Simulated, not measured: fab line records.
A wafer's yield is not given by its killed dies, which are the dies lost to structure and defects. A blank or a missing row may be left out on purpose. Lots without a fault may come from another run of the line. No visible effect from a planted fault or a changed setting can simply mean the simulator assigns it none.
Struck lot and sound lot, side by side    flow nand_harc    14 steps out of a route of 1159
Sound: wafers L285.2, L285.4, L285.6. Struck: wafer L305.2 (left out: L305.3, L305.6 of the same lot, which were not struck); the cause appears at the end.
Each step with rows lists, per side, the tool, then ch with its chambers, then its first start. Under that, the readings that differ: sound wafers    struck wafers    difference of the means    sigmas: that difference in standard deviations of wafers without a fault.
alike: readings whose means differ by less than 2 such deviations, and words and numbers that are the same on both sides. not compared: withheld readings, readings that some wafer has no value for, bounds like >300 that may hide the same value, and numbers for which the record gives no deviation and whose values overlap.
The two part at a step that has a row with sigmas, a row that says differs or no value, or rows on one side only. Numbers that have no deviation but don't overlap get no sigmas and don't part them. A reading that every wafer of one side lacks parts them only if that side has two wafers or more.

NHARC_A_ONON_D1_THK_MEAS_21: measures by ellipsometry.
  struck on film_metro-02, day 13 07:11; sound on film_metro-01, day 7 19:22
reading      sound        struck  difference  sigmas
thk_nm (nm)  976 977 976  999     +23         +2
after that, 1 step with no rows for these wafers: NHARC_A_ONON_D1_DEP_22 (target thk 1000 nm).
NHARC_A_ONON_D1_THK_MEAS_24: measures by ellipsometry.
  struck on film_metro-01, day 13 07:53; sound on film_metro-02, day 7 19:57
  alike: thk_nm
after that, 1 step with no rows for these wafers: NHARC_A_ONON_D1_DEP_25 (target thk 1000 nm).
NHARC_A_ONON_D1_THK_MEAS_27: measures by ellipsometry.
  struck on film_metro-01, day 13 08:35; sound on film_metro-02, day 7 20:59
  alike: thk_nm
after that, 1 step with no rows for these wafers: NHARC_A_ONON_D1_DEP_28 (target thk 1000 nm).
NHARC_A_ONON_D1_THK_MEAS_30: measures by ellipsometry.
  struck on film_metro-02, day 13 09:18; sound on film_metro-02, day 7 22:02
  alike: thk_nm
NHARC_A_ONON_D1_DEP_33: deposits SiO2, target thk 200 nm.
  sound on pecvd-04 ch 1,2, day 7 22:05; struck on pecvd-01 ch 2, day 13 10:11
  alike: chamber_pressure_Torr, heater_power_w, rf_fwd_power_W, susceptor_temp_C, throttle_valve_pct
NHARC_A_ONON_D1_THK_MEAS_34: measures by ellipsometry.
  struck on film_metro-02, day 13 10:33; sound on film_metro-02, day 7 22:30
  alike: thk_nm
NHARC_A_ONON_D1_INSPECT_32:
  struck on defect_inspect-01, day 13 10:38; sound on defect_inspect-01, day 7 22:35
  alike: raw_defect_count
NHARC_A_CHANNEL_HOLE_D1_DEP_00: deposits aC, target thk 3100 nm.
  sound on acl_dep-02 ch 0, day 7 23:46; struck on acl_dep-02 ch 0, day 13 13:50
reading               sound                 struck  difference  sigmas
susceptor_temp_C (C)  399.10 399.78 399.38  400.01  +0.59       +2
  alike: throttle_valve_pct
NHARC_A_CHANNEL_HOLE_D1_DEP_01: deposits SiON, target thk 140 nm.
  sound on pecvd-02 ch 0,1,2, day 8 01:25; struck on pecvd-04 ch 2, day 13 15:29
reading             sound              struck  difference  sigmas
rf_fwd_power_W (W)  346.6 348.5 348.0  294.4   -53.3       -44
  alike: chamber_pressure_Torr, heater_power_w, susceptor_temp_C
then, 1 step without rows for these wafers: NHARC_A_CHANNEL_HOLE_D1_DEHYDRATE_02 (time 120 s).
-- jump in the record: it breaks off in module A_CHANNEL_HOLE_D1 and resumes in module END (first step shown: number 1159 of the route), and 11 days separate the struck wafers' starts before and after --
NHARC_END_SORT_01:
  sound on prober-01 ch 0, day 19 17:41; struck on prober-01 ch 0, day 24 18:39
reading          sound  struck  difference  sigmas
killed_at_other  0 0 0  2       +2          +2
  alike: killed_at_array, killed_at_periphery, killed_dies, killed_open, killed_short

## WHERE THEY PART
Earliest at NHARC_A_ONON_D1_THK_MEAS_21; latest, in this record, at NHARC_END_SORT_01.

WHY: whatever the simulator had introduced
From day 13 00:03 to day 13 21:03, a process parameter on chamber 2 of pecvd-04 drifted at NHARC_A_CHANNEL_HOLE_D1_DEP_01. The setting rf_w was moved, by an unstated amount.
